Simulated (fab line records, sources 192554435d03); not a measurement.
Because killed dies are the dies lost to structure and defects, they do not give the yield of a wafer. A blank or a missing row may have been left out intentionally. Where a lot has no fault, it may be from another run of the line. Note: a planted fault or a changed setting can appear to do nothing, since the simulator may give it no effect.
A lot that was struck, set against a sound lot + flow n5Finfet + 38 steps out of a route of 1938
Sound: wafers L874.1, L874.3, L874.5. Struck: wafer L891.3 (left out: L891.1, L891.4 of the same lot, which were not struck); the cause appears at the end.
Order at every step that has rows: each side's tool, ch and its chambers, its first start. Under that, the readings that differ: sound wafers + struck wafers + difference of the means + sigmas: that difference in standard deviations of wafers without a fault.
alike: readings with means less than 2 such deviations apart, plus words and numbers identical on both sides. not compared: withheld readings, readings lacking a value on some wafer, bounds such as >300 that could conceal the same value, and numbers that have no deviation in the record and whose values overlap.
Wherever a step has rows on one side only, a row that says differs or no value, or a row with sigmas, the two part there. Numbers that have no deviation but don't overlap get no sigmas and don't part them. Lack of a reading on every wafer of one side parts them only where that side has two or more wafers.

first, 9 steps without rows for these wafers: N5_BEOL_M9_DESCUM_33 (chemistry O2, time 7 s); N5_BEOL_M9_ETCH_76 (etches underlayer in N2/H2, target depth 6.5 nm, time 5.2 s); N5_BEOL_M9_ETCH_65 (etches SiARC in CF4, target depth 15.6 nm, time 26 s); N5_BEOL_M9_ETCH_66 (etches SOC in N2/H2, target depth 80 nm, overetch 16 nm, time 120 s); N5_BEOL_M9_STRIP_69 (strips in N2/H2); N5_BEOL_M9_STRIP_77 (strips in N2/H2); N5_BEOL_M9_VIA_ETCH_34 (etches SiCOH lowk in C4F6/O2, target depth 182.4 nm, time 68.4 s); N5_BEOL_M9_STRIP_73 (strips in C4F6/O2); N5_BEOL_M9_STRIP_36 (strips in N2/H2).
N5_BEOL_M9_TRENCH_ETCH_37: etches SiCOH lowk in C4F6/O2, target depth 151.43 nm, time 49 s.
  sound on rieDiel-06 ch 0,1,3, day 11 12:37; struck on rieDiel-06 ch 2, day 15 17:07
| reading                           | sound           | struck | difference | sigmas |
|-----------------------------------|-----------------|--------|------------|--------|
| model.etch.depthNm (nm)           | 148.9 153.7 150 | 124.1  | -26.8      |        |
| model.BEOL_M9.featureDepthNm (nm) | 149 153.6 150   | 124    | -27        |        |
  alike: drypumpMotorCurrentA, oesProductAu, rfVppV, showerheadPlenumPTorr, throttleValvePct
  not compared: rfHoursCounterH, model.TiN_of_BEOL_M9_HM_DEP_02.thkNm
then, 2 steps without rows for these wafers: N5_BEOL_M9_ETCH_41 (etches SiCN in CH3F/O2, target depth 36.6 nm, time 70.1 s); N5_BEOL_M9_STRIP_80 (strips in N2/H2, time 10 s).
N5_BEOL_M9_OCD_MEAS_38:
  sound on ocd-02, day 11 12:48; struck on ocd-02, day 15 17:17
| reading            | sound             | struck | difference | sigmas |
|--------------------|-------------------|--------|------------|--------|
| trenchDepthNm (nm) | 149.2 153.7 150.0 | 124.1  | -26.9      | -13    |
then, 13 steps without rows for these wafers: N5_BEOL_M9_HM_STRIP_39 (strips TiN in peroxide tin strip, target depth 25 nm, time 158 s); N5_BEOL_M9_SRD_40 (time 30 s); N5_BEOL_M9_PRECLEAN_42 (cleans in residue remover, time 60 s); N5_BEOL_M9_SRD_43 (time 30 s); N5_BEOL_M9_CURE_72 (cures SiCOH lowk, time 120 s); N5_BEOL_M9_DEGAS_44 (time 60 s); N5_BEOL_M9_PRE_CLEAN_45 (time 30 s); N5_BEOL_M9_ALD_74 (deposits TaN, target thk 2 nm, pulse time 2 s, purge time 3 s); N5_BEOL_M9_SURFACE_TREAT_79; N5_BEOL_M9_CVD_78 (deposits Co from CCTBA/H2, target thk 2 nm, time 138.9 s); N5_BEOL_M9_SPUTTER_48 (material Cu, target thk 12 nm, time 2 s); N5_BEOL_M9_ECD_50 (material Cu, target thk 318 nm); N5_BEOL_M9_ANNEAL_51 (time 90 s).
N5_BEOL_M9_CMP_52: polishes, stops on SiCOH lowk, t overpolish 7 s, target thk 140 nm.
  sound on cmp-01 ch 0,1,3, day 11 14:44; struck on cmp-01 ch 1, day 15 21:42
| reading                               | sound             | struck | difference | sigmas |
|---------------------------------------|-------------------|--------|------------|--------|
| model.Cu_of_BEOL_M9_ECD_50.thkNm (nm) | 137.2 142.8 139.8 | 112.4  | -27.5      |        |
  alike: motorCurrentA
N5_BEOL_M9_THK_MEAS_53: measures by xrf.
  sound on filmMetro-01, day 11 15:02; struck on filmMetro-02, day 15 21:59
| reading     | sound             | struck | difference | sigmas |
|-------------|-------------------|--------|------------|--------|
| M9_THK (nm) | 138.1 143.5 140.7 | 113.4  | -27.4      | -10    |
then, 2 steps without rows for these wafers: N5_BEOL_M9_PRE_CLEAN_55 (time 15 s); N5_BEOL_M9_DEP_56 (deposits SiCN from 3MS/NH3, target thk 15 nm, time 26.5 s).
N5_BEOL_M9_RS_MEAS_57: uses a four-point probe to measure.
  sound on filmMetro-01, day 11 15:10; struck on filmMetro-02, day 15 22:08
| reading        | sound                | struck | difference | sigmas |
|----------------|----------------------|--------|------------|--------|
| M9_RS (ohm/sq) | 0.1540 0.1471 0.1509 | 0.1923 | +0.0416    | +14    |
then, 5 steps without rows for these wafers: N5_BEOL_M10_ILD_DEP_00 (deposits SiCOH lowk from DEMS/porogen, target thk 308.51 nm, time 58 s); N5_BEOL_M10_CURE_71 (cures SiCOH lowk, time 240 s); N5_BEOL_M10_PECVD_70 (deposits SiO2 from TEOS/O2, target thk 20 nm, time 22.7 s); N5_BEOL_M10_HM_DEP_02 (deposits TiN, target thk 20 nm); N5_BEOL_M10_COAT_59 (time 60 s, resist thk 100 nm).
N5_BEOL_M15_RC_MEAS_101:
  sound on prober-02 ch 0, day 13 11:38; struck on prober-02 ch 0, day 17 18:42
| reading                   | sound          | struck | difference | sigmas |
|---------------------------|----------------|--------|------------|--------|
| SERP_M11 (ohm/um)         | 3.01 3.01 3.00 | 3.18   | +0.17      | +2     |
| SERP_M9 (ohm/um)          | 3.11 2.96 3.00 | 3.81   | +0.79      | +11    |
| SERP_M9_max_site (ohm/um) | 3.16 3.05 3.20 | 3.99   | +0.85      | +11    |
  alike: COMB_M10, COMB_M11, COMB_M12, COMB_M13, COMB_M14, COMB_M15, COMB_M15_max_site, COMB_M5, COMB_M6, COMB_M6_max_site, COMB_M7, COMB_M8, SERP_M10, SERP_M12, SERP_M13, SERP_M14, SERP_M5, SERP_M6, SERP_M7, SERP_M8
N5_PASSIVATION_PROBE_49:
  sound on prober-01, day 14 00:50; struck on prober-01, day 18 10:52
| reading                | sound          | struck | difference | sigmas |
|------------------------|----------------|--------|------------|--------|
| defectLimitedYield (%) | 93.9 91.8 92.6 | 89.7   | -3.1       | -2     |
| killedAtFrontEnd       | 32 33 39       | 69     | +34        | +3     |
| killedDies             | 72 97 87       | 121    | +36        | +2     |
| killedShort            | 28 36 24       | 48     | +19        | +2     |
| sort_bin_6_memory (%)  | 2.5 2.4 2.5    | 4.2    | +1.7       | +3     |
| sortNPass              | 1108 1083 1093 | 1059   | -36        | -2     |
| sortYieldPct (%)       | 93.9 91.8 92.6 | 89.7   | -3.1       | -2     |
  alike: killed_at_M0_to_M3, killed_at_M4_up, killedAtContacts, killedAtOther, killedOpen, sort_bin_5_function
  not compared: sort_bin_8_speed

WHERE THEY PART
Earliest at N5_BEOL_M9_OCD_MEAS_38; latest, in this record, at N5_PASSIVATION_PROBE_49.

WHY: whatever the simulator had introduced
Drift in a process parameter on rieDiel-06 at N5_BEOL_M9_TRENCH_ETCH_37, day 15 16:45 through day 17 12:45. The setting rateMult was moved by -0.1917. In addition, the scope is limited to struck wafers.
